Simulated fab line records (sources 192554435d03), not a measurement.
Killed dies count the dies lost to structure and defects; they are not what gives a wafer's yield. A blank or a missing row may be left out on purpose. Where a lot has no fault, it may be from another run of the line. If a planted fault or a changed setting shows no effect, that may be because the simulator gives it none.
One fault seen from 3 desks	flow n5_finfet	each desk holds nothing but its own numbers, with what lay behind them at the end

THE DEFECT DESK
What the inspections along the route counted, lot by lot: means of the sampled wafers that have a number. If a lot's mean is further than 4 standard deviations from the usual mean, the lot is out of limits and carries the mark OUT (the distance appears in the brackets).
Columns: A = raw_defect_count at N5_MOL_CONTACT_COAG_INSPECT_97, usual 41
lot	first seen here	A
L917	day 5 14:37	43
L918	day 5 22:26	39
L920	day 6 11:58	26
L930	day 10 23:13	187 (+9.1) OUT
L937	day 10 23:15	93
L938	day 10 23:31	34
L931	day 10 23:33	374 (+21) OUT
L933	day 10 23:51	41
L934	day 11 00:07	40
This desk finds L930, L931 out of limits, L930 being first, at day 10 23:13 (raw_defect_count at N5_MOL_CONTACT_COAG_INSPECT_97). L917, L918, L920, L937, L938, L933, L934 stayed within limits.

FOR THE TOOL OWNER'S DESK: cmp-03
The tool's own readings at N5_MOL_CONTACT_COAG_CMP_52 (polishes, stops on SiO2, t overpolish 1.5 s, target thk 66.5 nm): means of the sampled wafers that have a number, for each lot that ran on this tool. If a lot's mean is further than 4 standard deviations from the usual mean, the lot is out of limits and carries the mark OUT (the distance appears in the brackets).
Columns: A = motor_current_A at N5_MOL_CONTACT_COAG_CMP_52, usual 11.7 A; B = overpolish_run_s at N5_MOL_CONTACT_COAG_CMP_52, usual 1.500 s; C = pad_life_wafers at N5_MOL_CONTACT_COAG_CMP_52, usual 1035; D = time_to_endpoint_s at N5_MOL_CONTACT_COAG_CMP_52, usual 13.8 s
lot	first seen here	A	B	C	D
L918	day 5 19:04	11.5	1.494	475	11.9
L930	day 8 16:53	11.8	1.498	1099	12.3
L931	day 9 02:34	11.9	1.495	1212	11.1
This desk found nothing out of limits on any of the 3 lots.

FROM THE METROLOGY DESK
What the gauges read, lot by lot, whatever tool the lot ran on: means of the sampled wafers that have a number. If a lot's mean is further than 4 standard deviations from the usual mean, the lot is out of limits and carries the mark OUT (the distance appears in the brackets). Of its 10 readings 7 are shown: those that lie furthest out on some lot.
Columns: A = DIBL_P at N5_BEOL_M4_RC_MEAS_101, usual 36.5 mV/V; B = IOFF_N at N5_BEOL_M4_RC_MEAS_101, usual 0.16 nA/um; C = IOFF_P at N5_BEOL_M4_RC_MEAS_101, usual 0.22 nA/um; D = ION_N at N5_BEOL_M4_RC_MEAS_101, usual 675 uA/um; E = ION_P at N5_BEOL_M4_RC_MEAS_101, usual 465 uA/um; F = SS_N at N5_BEOL_M4_RC_MEAS_101, usual 71.5 mV/dec; G = VT_P at N5_BEOL_M4_RC_MEAS_101, usual -249.1 mV
lot	first seen here	A	B	C	D	E	F	G
L917	day 7 21:03	36.4	0.16	0.25	676	471	71.2	-244.4
L918	day 8 13:50	36.1	0.17	0.20	672	460	71.1	-251.2
L920	day 8 22:09	40.4	0.22	0.29	684	472	72.7	-246.1
L930	day 13 09:56	35.1	0.16	0.21	666	460	71.8	-249.8
L931	day 13 19:34	36.4	0.17	0.22	668	465	72.0	-247.7
L938	day 14 00:14	39.4	0.19	0.25	692	475	71.8	-248.1
L933	day 14 09:51	36.6	0.13	0.19	666	460	71.1	-251.9
L937	day 14 15:30	36.2	0.15	0.20	674	459	71.5	-251.1
L934	day 14 18:15	37.9	0.18	0.26	671	461	71.9	-245.7
This desk found nothing out of limits on any of the 9 lots.

PUT TOGETHER
The defect desk could have raised an alarm at day 10 23:13, on L930, L931.
Nothing out of limits was seen by the tool owner's desk.
Metrology desk: nothing out of limits seen.
On record at the tool owner's desk: L930, L931, within its limits.
The metrology desk holds a record of L930, L931, inside its limits.
N5_MOL_CONTACT_COAG_CMP_52 was run on cmp-03 by each of the lots named.

WHAT THE SIMULATOR PUT IN
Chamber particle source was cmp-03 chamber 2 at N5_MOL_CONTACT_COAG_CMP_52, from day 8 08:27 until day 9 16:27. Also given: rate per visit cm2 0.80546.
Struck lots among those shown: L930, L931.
Hours from the fault's start to each desk's first reading out of limits: the defect desk, 63.
